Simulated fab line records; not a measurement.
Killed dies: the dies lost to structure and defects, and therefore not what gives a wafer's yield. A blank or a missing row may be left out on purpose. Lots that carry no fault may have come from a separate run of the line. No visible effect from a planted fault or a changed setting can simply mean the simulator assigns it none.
fab line records + flow nand-harc
record:
- lots: 14
- wafers: 42
- last-day: 26
route steps=1159 shown A_CONTACT@857
lots untouched by any fault: they come from a run of this same line in which no faults occurred
start-h: the number of hours between the record's first day and the start of the first shown wafer of the lot + wait-h: how many hours have passed since the lot's step before this one + " the same as in the row above + L1.1+2: several wafers, shown together as one row + - no value present, or no start provided + * or withheld: withheld + < > ~ a bound
route shown NAME@n: names a module that has steps shown in the file, with the first one's number in the route + usual: mean and standard deviation over wafers with no fault + same: alike in all rows + chamber/n: place in a boat + sites: per-site readings + _std_site: standard deviation across them + _edge_site: mean of outer sites minus mean of inner sites + radius-mm: how far each site lies from the wafer's centre + mask NAME#n: copy n + behind: tool/chamber where the wafer was last shaped + hold: reason for holding the lot/hours on hold/outcome of the hold + device: the n, p or np transistor that did not switch + end of line: the tests these same wafers got at the end of their route + a step without rows: its recipe alone + killed: the dies lost at the first sort to structure and to defects; this is not the yield of the wafer + map: dies across one wafer; x = killed, . = not, _ = none there
set.NAME: setting as actually run; set.NAME@STEP: the setting as run at that earlier step + model.NAME: the simulator's own value behind a step, which no gauge read
the route's steps for a sample of lots (tables are steps, rows are wafers)
services: the hour from which a tool's chamber was out of use, counted from the record's first day as start-h (under 0 if before that day), plus the number of hours and why
== steps ==
step: NHARC_A_CONTACT_DESCUM_47
recipe:
- time-s: 3
- o2-flow-sccm: 200
- ar-flow-sccm: 0
- bias-power-w: 0
- chemistry: O2
usual:
- drypump-motor-current-A: 5.6/0.49
- oes-product-au: 1.000/0.0099
- rf-vpp-V: 57.7/0.84
- showerhead-plenum-p-Torr: 1.90/0.098
- throttle-valve-pct: 11.312/0.0091
| lot.wafer | tool        | chamber | start-h | wait-h | drypump-motor-current-A | oes-product-au | rf-hours-counter-h | rf-vpp-V | showerhead-plenum-p-Torr | throttle-valve-pct |
|-----------|-------------|---------|---------|--------|-------------------------|----------------|--------------------|----------|--------------------------|--------------------|
| L821.1    | rie-diel-13 | 1       | 392.88  | 0.1    | 6.0                     | 0.987          | 16                 | 58.8     | 1.94                     | 11.308             |
| L821.3    | "           | 3       | "       | "      | 5.6                     | 0.999          | 16                 | 57.8     | 1.99                     | 11.316             |
| L821.6    | "           | 1       | "       | "      | 6.0                     | 0.996          | -                  | 58.5     | 1.94                     | 11.306             |
| L822.2    | rie-diel-08 | 1       | 393.57  | 0.1    | 5.4                     | 0.993          | 25                 | 58.8     | 1.96                     | 11.309             |
| L822.1    | "           | 0       | "       | "      | 5.7                     | 0.995          | 30                 | 58.6     | 2.07                     | 11.322             |
| L822.5    | "           | 1       | "       | "      | 5.4                     | 0.989          | -                  | 58.8     | 1.96                     | 11.323             |
| L824.2    | rie-diel-11 | 1       | 410.46  | 0.1    | 6.4                     | 0.992          | 16                 | 57.9     | 1.86                     | 11.322             |
| L824.6    | "           | 2       | "       | "      | 6.0                     | 1.001          | -                  | 56.6     | 1.88                     | 11.305             |
| L824.5    | "           | 3       | "       | "      | 4.8                     | 0.993          | -                  | 56.8     | 1.80                     | 11.311             |
| L823.3    | rie-diel-13 | 3       | 419.76  | 0.1    | 5.6                     | 0.999          | 23                 | 58.6     | 1.99                     | 11.301             |
| L823.1    | "           | 2       | "       | "      | 6.2                     | 1.014          | 22                 | 57.6     | 1.76                     | 11.318             |
| L823.5    | "           | 0       | "       | "      | 5.1                     | 0.993          | -                  | 57.3     | 1.81                     | 11.342             |
| L825.2    | rie-diel-11 | 3       | 426.36  | 0.1    | 4.8                     | 1.005          | 22                 | 58.8     | 1.80                     | 11.321             |
| L825.1    | "           | 2       | "       | "      | 6.0                     | 0.982          | 21                 | 57.2     | 1.88                     | 11.298             |
| L825.6    | "           | 3       | "       | "      | 4.8                     | 0.987          | -                  | 57.7     | 1.80                     | 11.299             |
| L827.2    | rie-diel-13 | 1       | 432.34  | 0.1    | 6.0                     | 0.995          | 25                 | 58.3     | 1.93                     | 11.316             |
| L827.3    | "           | 2       | "       | "      | 6.2                     | 1.007          | 25                 | 57.2     | 1.76                     | 11.309             |
| L827.4    | "           | 3       | "       | "      | 5.6                     | 1.009          | 25                 | 57.1     | 1.99                     | 11.299             |
| L829.4    | rie-diel-08 | 3       | 433.00  | 0.1    | 5.1                     | 0.998          | 40                 | 57.5     | 1.83                     | 11.318             |
| L829.2    | "           | 1       | "       | "      | 5.4                     | 1.003          | 44                 | 56.9     | 1.95                     | 11.315             |
| L829.5    | "           | 2       | "       | "      | 4.9                     | 0.998          | -                  | 58.9     | 2.00                     | 11.317             |
| L837.3    | rie-diel-13 | 2       | 476.66  | 0.1    | 6.2                     | 1.012          | 3                  | 58.1     | 2.08                     | 11.306             |
| L837.2    | "           | 3       | "       | "      | 5.6                     | 1.003          | 2                  | 57.5     | 1.98                     | 11.318             |
| L837.4    | "           | 0       | "       | "      | 5.1                     | 1.010          | 2                  | 57.6     | 1.81                     | 11.298             |
| L835.2    | rie-diel-11 | 2       | 495.08  | 0.1    | 6.0                     | 0.979          | 48                 | 58.3     | 1.87                     | 11.312             |
| L835.3    | "           | 0       | "       | "      | 5.9                     | 1.003          | 49                 | 57.0     | 1.77                     | 11.313             |
| L835.4    | "           | 3       | "       | "      | 4.8                     | 0.999          | -                  | 57.4     | 1.79                     | 11.322             |
| L838.4    | rie-diel-08 | 0       | 500.74  | 0.1    | 5.7                     | 1.006          | 3                  | 57.7     | 2.05                     | 11.314             |
| L838.2    | "           | 2       | "       | "      | 4.8                     | 1.006          | 4                  | 57.4     | 1.99                     | 11.314             |
| L838.5    | "           | 1       | "       | "      | 5.4                     | 1.009          | -                  | 57.2     | 1.95                     | 11.303             |
| L840.1    | rie-diel-08 | 0       | 510.57  | 0.1    | 5.8                     | 1.005          | 6                  | 58.5     | 2.05                     | 11.306             |
| L840.3    | "           | 1       | "       | "      | 5.4                     | 0.996          | 6                  | 59.1     | 1.95                     | 11.320             |
| L840.2    | "           | 3       | "       | "      | 5.1                     | 1.000          | 7                  | 56.0     | 1.82                     | 11.316             |
| L839.4    | rie-diel-11 | 1       | 510.85  | 0.1    | 6.4                     | 0.986          | 55                 | 57.6     | 1.85                     | 11.319             |
| L839.3    | "           | 0       | "       | "      | 5.9                     | 1.003          | 55                 | 57.6     | 1.77                     | 11.318             |
| L839.6    | "           | 1       | "       | "      | 6.4                     | 0.988          | -                  | 58.1     | 1.85                     | 11.312             |
| L842.2    | rie-diel-13 | 3       | 522.92  | 0.1    | 5.6                     | 0.999          | 12                 | 58.6     | 1.98                     | 11.324             |
| L842.1    | "           | 0       | "       | "      | 5.1                     | 1.018          | 11                 | 57.4     | 1.81                     | 11.317             |
| L842.4    | "           | 1       | "       | "      | 6.0                     | 0.997          | 11                 | 58.6     | 1.93                     | 11.323             |
| L843.3    | rie-diel-13 | 3       | 525.05  | 0.1    | 5.6                     | 0.992          | 13                 | 57.6     | 1.98                     | 11.318             |
| L843.2    | "           | 2       | "       | "      | 6.2                     | 1.017          | 12                 | 57.7     | 2.07                     | 11.335             |
| L843.5    | "           | 3       | "       | "      | 5.6                     | 0.999          | -                  | 57.5     | 1.98                     | 11.307             |
step: NHARC_A_CONTACT_ETCH_113
recipe:
- source-w: withheld
- pressure-mtorr: 20
- bias-v: 3000
- time-s: 94
- target-depth-a: 9220
- ar-flow-sccm: withheld
- c4f8-flow-sccm: withheld
- o2-flow-sccm: withheld
- chemistry: C4F8/O2/Ar
usual:
- chamber-pressure-mTorr: 20.002/0.018
- oes-air-line-au: 1.001/0.02
| lot.wafer | tool            | chamber | start-h | wait-h | chamber-pressure-mTorr | oes-air-line-au | rf-hours-counter-h |
|-----------|-----------------|---------|---------|--------|------------------------|-----------------|--------------------|
| L821.1    | har-cap-etch-02 | 1       | 394.45  | 0.1    | 20.001                 | 1.024           | 8                  |
| L821.3    | "               | 1       | "       | "      | 19.977                 | 1.011           | -                  |
| L821.6    | "               | 0       | "       | "      | 19.971                 | 0.982           | -                  |
| L822.2    | har-cap-etch-03 | 1       | 395.49  | 0.1    | 19.997                 | 0.985           | 81                 |
| L822.1    | "               | 0       | "       | "      | 19.981                 | 1.000           | 81                 |
| L822.5    | "               | 1       | "       | "      | 20.028                 | 1.000           | -                  |
| L824.2    | har-cap-etch-03 | 0       | 412.15  | 0.1    | 20.010                 | 1.009           | 86                 |
| L824.6    | "               | 0       | "       | "      | 20.018                 | 1.024           | -                  |
| L824.5    | "               | 1       | "       | "      | 20.026                 | 1.003           | -                  |
| L823.1    | har-cap-etch-02 | 0       | 421.32  | 0.1    | 20.003                 | 0.973           | 14                 |
| L823.3    | "               | 1       | "       | "      | 20.010                 | 0.976           | -                  |
| L823.5    | "               | 0       | "       | "      | 20.019                 | 0.966           | -                  |
| L825.2    | har-cap-etch-03 | 0       | 428.01  | 0.1    | 20.001                 | 0.996           | 88                 |
| L825.1    | "               | 1       | "       | "      | 20.007                 | 1.017           | 88                 |
| L825.6    | "               | 1       | "       | "      | 19.989                 | 1.024           | -                  |
| L827.2    | har-cap-etch-02 | 0       | 433.98  | 0.1    | 19.990                 | 1.018           | 17                 |
| L827.3    | "               | 0       | "       | "      | 20.038                 | 1.007           | -                  |
| L827.4    | "               | 1       | "       | "      | 19.977                 | 1.025           | -                  |
| L829.2    | har-cap-etch-03 | 0       | 436.89  | 0.1    | 20.000                 | 0.997           | 90                 |
| L829.4    | "               | 1       | "       | "      | 19.985                 | 0.987           | -                  |
| L829.5    | "               | 1       | "       | "      | 19.989                 | 0.964           | -                  |
| L837.2    | har-cap-etch-03 | 1       | 478.32  | 0.1    | 20.003                 | 1.000           | 95                 |
| L837.4    | "               | 0       | "       | "      | 19.993                 | 0.983           | -                  |
| L837.3    | "               | 1       | "       | "      | 20.013                 | 0.999           | -                  |
| L835.2    | har-cap-etch-01 | 0       | 497.22  | 0.1    | 20.004                 | 1.012           | 70                 |
| L835.3    | "               | 0       | "       | "      | 20.037                 | 1.018           | -                  |
| L835.4    | "               | 1       | "       | "      | 19.993                 | 1.017           | -                  |
| L838.2    | har-cap-etch-03 | 0       | 502.29  | 0.1    | 20.002                 | 1.015           | 99                 |
| L838.4    | "               | 1       | "       | "      | 20.053                 | 0.996           | -                  |
| L838.5    | "               | 0       | "       | "      | 20.003                 | 1.006           | -                  |
| L840.2    | har-cap-etch-02 | 1       | 512.27  | 0.1    | 20.012                 | 1.026           | 29                 |
| L840.1    | "               | 0       | "       | "      | 20.006                 | 1.019           | 29                 |
| L840.3    | "               | 1       | "       | "      | 19.983                 | 1.007           | -                  |
| L839.4    | har-cap-etch-01 | 1       | 512.44  | 0.1    | 20.039                 | 0.996           | -                  |
| L839.3    | "               | 0       | "       | "      | 20.004                 | 1.034           | -                  |
| L839.6    | "               | 0       | "       | "      | 20.012                 | 1.036           | -                  |
| L842.1    | har-cap-etch-01 | 1       | 524.47  | 0.1    | 20.003                 | 1.019           | 79                 |
| L842.2    | "               | 0       | "       | "      | 19.997                 | 0.960           | 79                 |
| L842.4    | "               | 1       | "       | "      | 20.024                 | 1.001           | -                  |
| L843.2    | har-cap-etch-02 | 1       | 526.71  | 0.1    | 20.002                 | 1.001           | 35                 |
| L843.3    | "               | 0       | "       | "      | 20.030                 | 1.003           | -                  |
| L843.5    | "               | 1       | "       | "      | 20.000                 | 0.995           | -                  |
step: NHARC_A_CONTACT_ETCH_114
recipe:
- source-w: withheld
- pressure-mtorr: 20
- bias-v: 3000
- time-s: 94
- target-depth-a: 9220
- ar-flow-sccm: withheld
- c4f8-flow-sccm: withheld
- o2-flow-sccm: withheld
- chemistry: C4F8/O2/Ar
usual:
- chamber-pressure-mTorr: 20.001/0.018
- oes-air-line-au: 0.998/0.021
| lot.wafer | tool            | chamber | start-h | wait-h | chamber-pressure-mTorr | oes-air-line-au | rf-hours-counter-h |
|-----------|-----------------|---------|---------|--------|------------------------|-----------------|--------------------|
| L821.1    | har-cap-etch-02 | 1       | 394.54  | 0.1    | 20.040                 | 0.998           | 9                  |
| L821.3    | "               | 1       | "       | "      | 19.990                 | 1.014           | -                  |
| L821.6    | "               | 0       | "       | "      | 19.999                 | 1.024           | -                  |
| L822.2    | har-cap-etch-03 | 1       | 395.58  | 0.1    | 20.015                 | 1.015           | 81                 |
| L822.1    | "               | 0       | "       | "      | 19.964                 | 0.980           | 81                 |
| L822.5    | "               | 1       | "       | "      | 20.014                 | 0.988           | -                  |
| L824.2    | har-cap-etch-03 | 0       | 412.27  | 0.1    | 19.998                 | 0.994           | 86                 |
| L824.6    | "               | 0       | "       | "      | 19.968                 | 0.977           | -                  |
| L824.5    | "               | 1       | "       | "      | 20.006                 | 0.982           | -                  |
| L823.1    | har-cap-etch-02 | 0       | 421.41  | 0.1    | 20.015                 | 1.016           | 14                 |
| L823.3    | "               | 1       | "       | "      | 20.012                 | 1.006           | -                  |
| L823.5    | "               | 0       | "       | "      | 19.982                 | 1.031           | -                  |
| L825.2    | har-cap-etch-03 | 0       | 428.10  | 0.1    | 20.011                 | 0.990           | 88                 |
| L825.1    | "               | 1       | "       | "      | 20.018                 | 1.005           | 88                 |
| L825.6    | "               | 1       | "       | "      | 20.008                 | 0.989           | -                  |
| L827.2    | har-cap-etch-02 | 0       | 434.11  | 0.1    | 20.018                 | 1.005           | 17                 |
| L827.3    | "               | 0       | "       | "      | 20.015                 | 0.956           | -                  |
| L827.4    | "               | 1       | "       | "      | 19.983                 | 0.971           | -                  |
| L829.2    | har-cap-etch-03 | 0       | 436.99  | 0.1    | 19.979                 | 0.980           | 90                 |
| L829.4    | "               | 1       | "       | "      | 20.015                 | 0.986           | -                  |
| L829.5    | "               | 1       | "       | "      | 19.993                 | 0.974           | -                  |
| L837.2    | har-cap-etch-03 | 1       | 478.44  | 0.1    | 19.995                 | 1.006           | 95                 |
| L837.4    | "               | 0       | "       | "      | 19.998                 | 0.995           | -                  |
| L837.3    | "               | 1       | "       | "      | 19.997                 | 1.012           | -                  |
| L835.2    | har-cap-etch-01 | 0       | 497.31  | 0.1    | 19.998                 | 1.019           | 71                 |
| L835.3    | "               | 0       | "       | "      | 19.980                 | 1.019           | -                  |
| L835.4    | "               | 1       | "       | "      | 20.006                 | 0.980           | -                  |
| L838.2    | har-cap-etch-03 | 0       | 502.38  | 0.1    | 19.990                 | 0.987           | 99                 |
| L838.4    | "               | 1       | "       | "      | 20.018                 | 0.974           | -                  |
| L838.5    | "               | 0       | "       | "      | 19.971                 | 0.996           | -                  |
| L840.2    | har-cap-etch-02 | 1       | 512.40  | 0.1    | 20.009                 | 0.968           | 29                 |
| L840.1    | "               | 0       | "       | "      | 20.023                 | 0.975           | 29                 |
| L840.3    | "               | 1       | "       | "      | 19.962                 | 0.942           | -                  |
| L839.4    | har-cap-etch-01 | 1       | 512.53  | 0.1    | 20.018                 | 0.976           | -                  |
| L839.3    | "               | 0       | "       | "      | 19.981                 | 1.008           | -                  |
| L839.6    | "               | 0       | "       | "      | 19.961                 | 0.989           | -                  |
| L842.1    | har-cap-etch-01 | 1       | 524.56  | 0.1    | 19.997                 | 1.013           | 79                 |
| L842.2    | "               | 0       | "       | "      | 20.003                 | 0.969           | 79                 |
| L842.4    | "               | 1       | "       | "      | 20.001                 | 0.990           | -                  |
| L843.2    | har-cap-etch-02 | 1       | 526.83  | 0.1    | 19.998                 | 0.980           | 35                 |
| L843.3    | "               | 0       | "       | "      | 19.995                 | 1.009           | -                  |
| L843.5    | "               | 1       | "       | "      | 19.956                 | 1.020           | -                  |
step: NHARC_A_CONTACT_ETCH_122
recipe:
- source-w: withheld
- pressure-mtorr: 20
- bias-v: 3000
- time-s: 95
- target-depth-a: 9300
- ar-flow-sccm: withheld
- c4f8-flow-sccm: withheld
- o2-flow-sccm: withheld
- chemistry: C4F8/O2/Ar
usual:
- chamber-pressure-mTorr: 20.002/0.019
- oes-air-line-au: 1.001/0.022
| lot.wafer | tool            | chamber | start-h | wait-h | chamber-pressure-mTorr | oes-air-line-au | rf-hours-counter-h |
|-----------|-----------------|---------|---------|--------|------------------------|-----------------|--------------------|
| L821.1    | har-cap-etch-02 | 1       | 395.27  | 0.1    | 19.996                 | 1.016           | 9                  |
| L821.3    | "               | 1       | "       | "      | 19.991                 | 0.991           | -                  |
| L821.6    | "               | 0       | "       | "      | 19.994                 | 0.979           | -                  |
| L822.2    | har-cap-etch-03 | 1       | 396.31  | 0.1    | 20.036                 | 0.974           | 82                 |
| L822.1    | "               | 0       | "       | "      | 20.027                 | 0.983           | 82                 |
| L822.5    | "               | 1       | "       | "      | 19.992                 | 0.986           | -                  |
| L824.2    | har-cap-etch-03 | 0       | 413.18  | 0.1    | 20.025                 | 1.000           | 87                 |
| L824.6    | "               | 0       | "       | "      | 20.004                 | 1.036           | -                  |
| L824.5    | "               | 1       | "       | "      | 20.040                 | 1.036           | -                  |
| L823.1    | har-cap-etch-02 | 0       | 422.14  | 0.1    | 19.986                 | 0.995           | 15                 |
| L823.3    | "               | 1       | "       | "      | 20.005                 | 1.034           | -                  |
| L823.5    | "               | 0       | "       | "      | 19.984                 | 0.998           | -                  |
| L825.2    | har-cap-etch-03 | 0       | 428.82  | 0.1    | 19.993                 | 1.009           | 88                 |
| L825.1    | "               | 1       | "       | "      | 20.008                 | 0.963           | 88                 |
| L825.6    | "               | 1       | "       | "      | 19.961                 | 0.963           | -                  |
| L827.2    | har-cap-etch-02 | 0       | 435.08  | 0.1    | -                      | -               | -                  |
| L827.3    | "               | 0       | "       | "      | -                      | -               | -                  |
| L827.4    | "               | 1       | "       | "      | -                      | -               | -                  |
| L829.2    | har-cap-etch-03 | 0       | 437.71  | 0.1    | -                      | -               | -                  |
| L829.4    | "               | 1       | "       | "      | -                      | -               | -                  |
| L829.5    | "               | 1       | "       | "      | -                      | -               | -                  |
| L837.2    | har-cap-etch-03 | 1       | 479.41  | 0.1    | 20.031                 | 0.968           | 96                 |
| L837.4    | "               | 0       | "       | "      | 20.013                 | 0.979           | -                  |
| L837.3    | "               | 1       | "       | "      | 19.995                 | 0.977           | -                  |
| L835.2    | har-cap-etch-01 | 0       | 498.03  | 0.1    | 20.008                 | 1.016           | 71                 |
| L835.3    | "               | 0       | "       | "      | 20.011                 | 0.986           | -                  |
| L835.4    | "               | 1       | "       | "      | 20.003                 | 1.023           | -                  |
| L838.2    | har-cap-etch-03 | 0       | 503.10  | 0.1    | 19.983                 | 1.046           | 99                 |
| L838.4    | "               | 1       | "       | "      | 20.013                 | 1.000           | -                  |
| L838.5    | "               | 0       | "       | "      | 20.018                 | 1.026           | -                  |
| L840.2    | har-cap-etch-02 | 1       | 513.12  | 0.1    | 20.033                 | 1.000           | 30                 |
| L840.1    | "               | 0       | "       | "      | 20.015                 | 0.990           | 30                 |
| L840.3    | "               | 1       | "       | "      | 19.992                 | 1.003           | -                  |
| L839.4    | har-cap-etch-01 | 1       | 513.26  | 0.1    | 20.002                 | 0.984           | -                  |
| L839.3    | "               | 0       | "       | "      | 20.007                 | 1.007           | -                  |
| L839.6    | "               | 0       | "       | "      | 20.011                 | 1.011           | -                  |
| L842.1    | har-cap-etch-01 | 1       | 525.29  | 0.1    | 19.999                 | 0.970           | 80                 |
| L842.2    | "               | 0       | "       | "      | 20.017                 | 0.986           | 80                 |
| L842.4    | "               | 1       | "       | "      | 20.017                 | 0.977           | -                  |
| L843.2    | har-cap-etch-02 | 1       | 527.80  | 0.1    | 19.999                 | 0.993           | 35                 |
| L843.3    | "               | 0       | "       | "      | 20.009                 | 1.043           | -                  |
| L843.5    | "               | 1       | "       | "      | 20.027                 | 0.971           | -                  |
== services ==
| tool            | chamber | start-h | hours | kind       |
|-----------------|---------|---------|-------|------------|
| rie-diel-08     | 3       | 368.91  | 2.4   | repair     |
| har-cap-etch-01 | -       | 380.24  | 0.8   | repair     |
| rie-diel-13     | 0       | 383.06  | -     | clean      |
| rie-diel-13     | 1       | 383.06  | -     | clean      |
| rie-diel-13     | 2       | 383.06  | -     | clean      |
| rie-diel-13     | 3       | 383.06  | -     | clean      |
| rie-diel-13     | 0       | 407.58  | -     | clean      |
| rie-diel-13     | 1       | 407.58  | -     | clean      |
| rie-diel-13     | 2       | 407.58  | -     | clean      |
| rie-diel-13     | 3       | 407.58  | -     | clean      |
| rie-diel-13     | 0       | 432.13  | -     | clean      |
| rie-diel-13     | 1       | 432.13  | -     | clean      |
| rie-diel-13     | 2       | 432.13  | -     | clean      |
| rie-diel-13     | 3       | 432.13  | -     | clean      |
| rie-diel-13     | -       | 453.08  | 9.0   | pm         |
| rie-diel-13     | 0       | 453.08  | 9.0   | vent-cycle |
| rie-diel-13     | 1       | 453.08  | 9.0   | vent-cycle |
| rie-diel-13     | 2       | 453.08  | 9.0   | vent-cycle |
| rie-diel-13     | 3       | 453.08  | 9.0   | vent-cycle |
| har-cap-etch-01 | -       | 461.43  | 0.5   | repair     |
| har-cap-etch-03 | -       | 467.09  | 0.3   | repair     |
| rie-diel-08     | -       | 480.12  | 9.0   | pm         |
| rie-diel-11     | 1       | 492.62  | 4.0   | repair     |
| rie-diel-13     | 0       | 526.94  | 4.7   | repair     |
== key ==
first-sign:
- step: NHARC_A_CONTACT_ETCH_122
- reading: tool-record
- direction: missing
effect none on later readings
met-at NHARC_A_CONTACT_ETCH_122
struck-lots L827,L829
later-rows-left-out L827.2,L827.3,L827.4,L829.2,L829.4,L829.5
sort-left-out L827.2,L827.3,L827.4,L829.2,L829.4,L829.5
tester-left-out L827,L829
not-acting-at NHARC_A_CONTACT_DESCUM_47,NHARC_A_CONTACT_ETCH_113,NHARC_A_CONTACT_ETCH_114
onset-between 428.82 435.08
fault:
- kind: skipped-step-whole
- tool: har-cap-etch-02,har-cap-etch-03
- chamber: -
- onset-h: 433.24
- steps: NHARC_A_CONTACT_ETCH_122
- scope: struck-lots-only
tester-left-out: of these lots the tester's yield and bins aren't shown, on N5 and GAA mostly nor the transistor test; their killed dies are dies lost to structure and defects alone, not to doping, threshold or leakage, so they don't give the yield
sort-left-out: the simulated sort isn't trusted on such a fault, so these wafers' sort isn't shown, and their yield isn't known
later-rows-left-out: the simulator's readings of these wafers behind a module that went badly wrong aren't trusted and aren't shown, but for the sort
